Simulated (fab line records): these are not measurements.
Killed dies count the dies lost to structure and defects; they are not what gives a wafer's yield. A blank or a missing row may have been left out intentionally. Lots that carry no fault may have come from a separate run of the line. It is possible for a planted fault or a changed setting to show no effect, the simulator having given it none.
A lot that was struck, set against a sound lot || flow n5_finfet || 20 steps out of a route of 1938
Sound: these wafers, L884.1, L884.4, L884.6. Struck: wafer L896.1 (left out: L896.2, a lot-mate that was not struck); the cause follows at the end.
At each step with rows: each side's tool, then ch and its chambers, then its first start. Under that, the readings that differ: sound wafers || struck wafers || difference of the means || sigmas: that difference in standard deviations of wafers without a fault.
alike: same words and numbers on both sides, and readings whose means sit less than 2 such deviations apart. not compared: any withheld reading, any reading some wafer has no value for, any bound like >300 that may hide the same value, and any number with overlapping values for which the record gives no deviation.
The two part at a step that has a row with sigmas, a row that says differs or no value, or rows on one side only. When numbers do not overlap yet have no deviation, they are printed without sigmas and do not part them. Lack of a reading on every wafer of one side parts them only where that side has two or more wafers.

N5_BEOL_M12_ETCH_67: etches SiARC in CF4, target depth 143 nm, time 238.3 s.
  sound on rie_diel-01 ch 0,1,3, day 11 11:04; struck on rie_diel-03 ch 0, day 14 18:34
{"reading": "showerhead_plenum_p_Torr (Torr)", "sound": "2.16 2.07 2.09", "struck": 2.26, "difference": "+0.15", "sigmas": "+3"}
  alike: drypump_motor_current_A, etch_rf_on_time_s, oes_product_au, rf_vpp_V, throttle_valve_pct
  not compared: rf_hours_counter_h
N5_BEOL_M12_ETCH_68: etches SOC in N2/H2, time 285 s.
  sound on rie_diel-01 ch 0,1,3, day 11 11:13; struck on rie_diel-03 ch 0, day 14 18:43
{"reading": "rf_vpp_V (V)", "sound": "525.9 522.1 522.6", "struck": 528.7, "difference": "+5.2", "sigmas": "+2"}
{"reading": "showerhead_plenum_p_Torr (Torr)", "sound": "2.58 2.47 2.46", "struck": 2.70, "difference": "+0.20", "sigmas": "+2"}
  alike: drypump_motor_current_A, n2_flow_sccm, oes_product_au, throttle_valve_pct
  not compared: rf_hours_counter_h
then, 1 step without rows for these wafers: N5_BEOL_M12_STRIP_69 (strips in N2/H2).
N5_BEOL_M12_TRENCH_ETCH_34: etches SiOC in C4F8/O2/Ar, target depth 318.95 nm, time 125.5 s.
  sound on rie_diel-01 ch 0,1,3, day 11 11:24; struck on rie_diel-03 ch 0, day 14 18:53
{"reading": "rf_vpp_V (V)", "sound": "666.1 662.5 662.0", "struck": 670.9, "difference": "+7.4", "sigmas": "+2"}
{"reading": "showerhead_plenum_p_Torr (Torr)", "sound": "3.45 3.33 3.32", "struck": 3.61, "difference": "+0.24", "sigmas": "+3"}
  alike: drypump_motor_current_A, oes_product_au, throttle_valve_pct
  not compared: rf_hours_counter_h
then, 1 step without rows for these wafers: N5_BEOL_M12_STRIP_70 (strips in C4F8/O2/Ar).
N5_BEOL_M12_OCD_MEAS_35:
  sound: ocd-02 at day 11 11:33; struck: ocd-02 at day 14 19:02
  alike: trench_depth_nm
N5_BEOL_M12_STRIP_37: strips in N2/H2.
  sound on plasma_asher-02 ch 0,1, day 11 11:35; struck on plasma_asher-02 ch 0, day 14 19:05
{"reading": "oes_product_au (a.u.)", "sound": "0.788 0.794 0.779", "struck": 0.809, "difference": "+0.022", "sigmas": "+2"}
  alike: drypump_motor_current_A, heater_power_w, n2_flow_sccm
  not compared: rf_hours_counter_h
then, 5 steps without rows for these wafers: N5_BEOL_M12_ETCH_38 (etches SiCN in CF4/N2, target depth 68.7 nm, time 73.4 s); N5_BEOL_M12_PRECLEAN_39 (cleans in residue remover, time 60 s); N5_BEOL_M12_SRD_40 (time 30 s, dry time 30 s); N5_BEOL_M12_DEGAS_41 (time 60 s); N5_BEOL_M12_PRE_CLEAN_42 (time 30 s).
N5_BEOL_M12_SPUTTER_43: material TaN, target thk 15 nm, time 24.19 s.
  sound: pvd_sputter-02 at day 11 13:09; struck: pvd_sputter-01 at day 14 19:35
{"reading": "model.TaN_of_BEOL_M12_SPUTTER_43.thk_nm (nm)", "sound": "14.8 14.6 14.8", "struck": 16.6, "difference": "+1.9", "sigmas": ""}
  alike: throttle_valve_pct
N5_BEOL_M12_SPUTTER_44: material Ta, target thk 10 nm, time 16.13 s.
  sound: pvd_sputter-02 at day 11 13:14; struck: pvd_sputter-01 at day 14 19:40
  alike: throttle_valve_pct
then, 3 steps without rows for these wafers: N5_BEOL_M12_SPUTTER_45 (material Cu, target thk 80 nm, time 13.33 s); N5_BEOL_M12_ECD_47 (material Cu, target thk 720 nm); N5_BEOL_M12_ANNEAL_48 (time 90 s).
N5_BEOL_M12_CMP_49: polishes, stops on SiOC, t overpolish 20.6 s, target thk 320 nm.
  sound on cmp-01 ch 0,1, day 11 13:55; struck on cmp-03 ch 1, day 14 20:19
{"reading": "barrier_field_endpoint_s (s)", "sound": "30.8 30.2 30.4", "struck": 34.0, "difference": "+3.5", "sigmas": "+5"}
  alike: edge_zone_pressure_frac, head_pressure_psi, motor_current_A
  not compared: pad_life_wafers
N5_BEOL_M12_THK_MEAS_50: measures by xrf.
  sound: film_metro-01 at day 11 14:10; struck: film_metro-01 at day 14 20:37
  alike: M12_THK
N5_PASSIVATION_PROBE_49:
  sound: prober-02 at day 12 23:58; struck: prober-02 at day 16 07:51
{"reading": "defect_limited_yield (%)", "sound": "90.8 93.0 88.6", "struck": 94.4, "difference": "+3.6", "sigmas": "+3"}
{"reading": "killed_at_M4_up", "sound": "17 12 13", "struck": 3, "difference": -11, "sigmas": -2}
{"reading": "killed_dies", "sound": "109 83 134", "struck": 66, "difference": -43, "sigmas": -3}
{"reading": "killed_short", "sound": "50 26 51", "struck": 20, "difference": -22, "sigmas": -3}
{"reading": "sort_bin_5_function (%)", "sound": "4.9 4.7 6.2", "struck": 3.1, "difference": -2.2, "sigmas": -2}
{"reading": "sort_n_pass", "sound": "1071 1097 1046", "struck": 1114, "difference": "+43", "sigmas": "+3"}
{"reading": "sort_yield_pct (%)", "sound": "90.8 93.0 88.6", "struck": 94.4, "difference": "+3.6", "sigmas": "+3"}
  alike: killed_at_M0_to_M3, killed_at_contacts, killed_at_front_end, killed_at_other, killed_open, sort_bin_6_memory

WHERE THEY PART
Last at N5_PASSIVATION_PROBE_49 as far as this record goes, first at N5_BEOL_M12_ETCH_67.

WHY: whatever the simulator had introduced
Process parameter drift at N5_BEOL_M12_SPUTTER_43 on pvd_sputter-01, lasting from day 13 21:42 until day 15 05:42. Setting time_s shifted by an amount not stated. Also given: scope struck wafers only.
